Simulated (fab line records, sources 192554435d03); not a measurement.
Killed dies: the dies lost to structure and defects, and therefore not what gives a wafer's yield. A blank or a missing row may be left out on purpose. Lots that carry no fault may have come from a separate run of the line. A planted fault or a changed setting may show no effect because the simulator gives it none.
Chamber matching -- flow n5-finfet -- N5_GATE_CUT_ALD_22 on ald-sin-03 has 4 sister chambers
The step deposits SiNx, target thk 16 nm, pulse time 1 s, ald cycles 320. 4 wafers are shown with their chamber, then 11 later ones without.

== WAFERS WITH THEIR CHAMBER ==
wafer,chamber,heater-power-w (W)
L090.3,0,813
L092.2,2,862
L092.6,3,899
L093.1,1,1042

== WAFERS WHOSE CHAMBER IS MISSING ==
wafer,heater-power-w (W)
L093.2,823
L093.5,848
L094.2,813
L094.3,1023
L094.4,900
L096.1,911
L096.3,831
L096.5,908
L097.2,909
L097.3,995
L097.5,1037

== WHICH CHAMBER EACH WENT THROUGH ==
wafer,from the rows above,in truth
L093.2,can't be placed: 0 or 2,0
L093.5,can't be placed: 2 or 0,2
L094.2,0,0
L094.3,1,1
L094.4,3,3
L096.1,3,3
L096.3,can't be placed: 0 or 2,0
L096.5,3,3
L097.2,3,3
L097.3,1,1
L097.5,1,1
Correct placement for 8 of the 11. Not placeable from these rows: 3 (in 3, the candidates include the true chamber). Placed wrongly: 0.
How it was worked out, from the rows above alone: a wafer's distance from a chamber is the root of the sum, over the readings, of the square of ((its reading less the chamber's mean) divided by the reading's scatter). If the next closest chamber is less than 2 further off than the closest, the wafer can't be placed; otherwise it belongs to the closest. A chamber's mean is the mean of its shown wafers. The scatter: with one shown wafer a chamber, the root of the mean of the squares of how far each hidden wafer lies from its nearest shown one.
